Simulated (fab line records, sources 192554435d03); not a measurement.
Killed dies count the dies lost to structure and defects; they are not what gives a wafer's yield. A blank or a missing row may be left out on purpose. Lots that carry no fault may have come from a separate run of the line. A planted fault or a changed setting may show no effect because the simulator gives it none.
Struck lot and sound lot, side by side -- flow n5Finfet -- 16 out of 1938 route steps
Sound: these wafers, L804.1, L804.2, L804.6. Struck: wafers L812.1, L812.6 (left out: L812.3, a lot-mate that was not struck); the cause follows at the end.
Order at every step that has rows: each side's tool, ch and its chambers, its first start. Under that, the readings that differ: sound wafers -- struck wafers -- difference of the means -- sigmas: that difference in standard deviations of wafers without a fault.
alike: words and numbers the same on both sides, and readings whose means are apart by under 2 such deviations; not compared: readings that were withheld, readings missing a value for some wafer, numbers with overlapping values and no deviation given by the record, and bounds like >300 which may hide the same value.
A row with sigmas, a row that says differs or no value, or rows on one side alone: a step with any of these is where the two part. Numbers that don't overlap but have no deviation are shown without sigmas and don't part them. A reading missing from all wafers of one side parts the sides only when that side holds two or more wafers.

first, 1 step without rows for these wafers: N5_HKMG_FIN_DESCUM_53 (chemistry O2, time 7.9 s).
N5_HKMG_FIN_ETCH_54: etches SiARC in CF4, target depth 45.5 nm, time 75.8 s.
  sound on rieDiel-06 ch 0,1,3, day 5 05:22; struck on rieDiel-06 ch 0,2, day 7 12:11
  alike: chamberPressureMTorr, drypumpMotorCurrentA, etchRfOnTimeS, oesProductAu, rfVppV, showerheadPlenumPTorr, throttleValvePct
  not compared: rfHoursCounterH
N5_HKMG_FIN_ETCH_55: etches SOC in N2/H2, target depth 240 nm, time 300 s.
  sound on rieDiel-06 ch 0,1,3, day 5 05:25; struck on rieDiel-06 ch 0,2, day 7 12:15
  alike: chamberPressureMTorr, drypumpMotorCurrentA, oesProductAu, rfVppV, showerheadPlenumPTorr, tempC, throttleValvePct
  not compared: rfHoursCounterH
then, 3 steps without rows for these wafers: N5_HKMG_FIN_STRIP_56 (strips in N2/H2); N5_HKMG_FIN_STRIP_57 (strips in CF4); N5_HKMG_FIN_ETCH_58 (etches SOC in N2/H2, target depth 215.8 nm, time 741 s).
N5_HKMG_FIN_STRIP_93: strips SOC in N2/H2, time 20 s.
  sound on rieDiel-06 ch 0,1,3, day 5 06:03; struck on rieDiel-06 ch 0,2, day 7 12:53
  alike: chamberPressureMTorr, drypumpMotorCurrentA, oesProductAu, rfVppV, showerheadPlenumPTorr, tempC, throttleValvePct
  not compared: rfHoursCounterH
then, 1 step without rows for these wafers: N5_HKMG_FIN_WET_ETCH_76 (etches Al2O3 in dNH4OH, stops on La2O3, target depth 2.25 nm, rinse time 30 s).
N5_HKMG_FIN_STRIP_60: strips in N2/H2, time 360 s.
  sound on plasmaAsher-02 ch 0,1, day 5 06:12; struck on plasmaAsher-01 ch 0,1, day 7 13:02
  alike: drypumpMotorCurrentA, heaterPowerW, tempC
  not compared: rfHoursCounterH
then, 2 steps without rows for these wafers: N5_HKMG_FIN_WET_ETCH_77 (etches La2O3 in dHCl, stops on HfO2, target depth 2 nm); N5_HKMG_FIN_WET_ETCH_78 (etches Al2O3 in dNH4OH, stops on La2O3, target depth 4.5 nm, rinse time 30 s).
N5_HKMG_FIN_ALD_79: deposits TiN, target thk 1.5 nm, pulse time 1 s, purge time 3 s.
  sound on aldMetal-04 ch 1,2,3, day 5 06:41; struck on aldMetal-04 ch 2,3, day 7 13:32
  alike: heaterPowerW, precursorPulseHeightRel
N5_HKMG_FIN_CVD_62: deposits a-Si from Si2H6, target thk 3 nm, time 20.8 s.
  sound on thermalCvdSi-01 ch 0,1, day 5 07:03; struck on thermalCvdSi-01 ch 2, day 7 13:53
reading,sound,struck,difference,sigmas
model.a-Si_of_HKMG_FIN_CVD_62.thkNm (nm),3.2 3.2 3.2,1.6 1.4,-1.7,
  alike: heaterPowerW
then, 1 step without rows for these wafers: N5_HKMG_FIN_RTA_80 (time 2 s).
-- the record jumps here: 4 days lie between the struck wafers' starts before and after (it left off in module HKMG_FIN and takes up again in module BEOL_M4, whose first step shown is number 1111 of the route) --
N5_BEOL_M4_RC_MEAS_101:
  sound on prober-02 ch 0, day 9 02:13; struck on prober-02 ch 0, day 11 04:59
  alike: DIBL_N, DIBL_P, IOFF_N, IOFF_P, ION_N, ION_P, SS_N, SS_P, VT_N, VT_P
then, 1 step without rows for these wafers: N5_PASSIVATION_PROBE_49.

WHERE THEY PART
Nowhere in this record.

WHY: what the simulator had put in
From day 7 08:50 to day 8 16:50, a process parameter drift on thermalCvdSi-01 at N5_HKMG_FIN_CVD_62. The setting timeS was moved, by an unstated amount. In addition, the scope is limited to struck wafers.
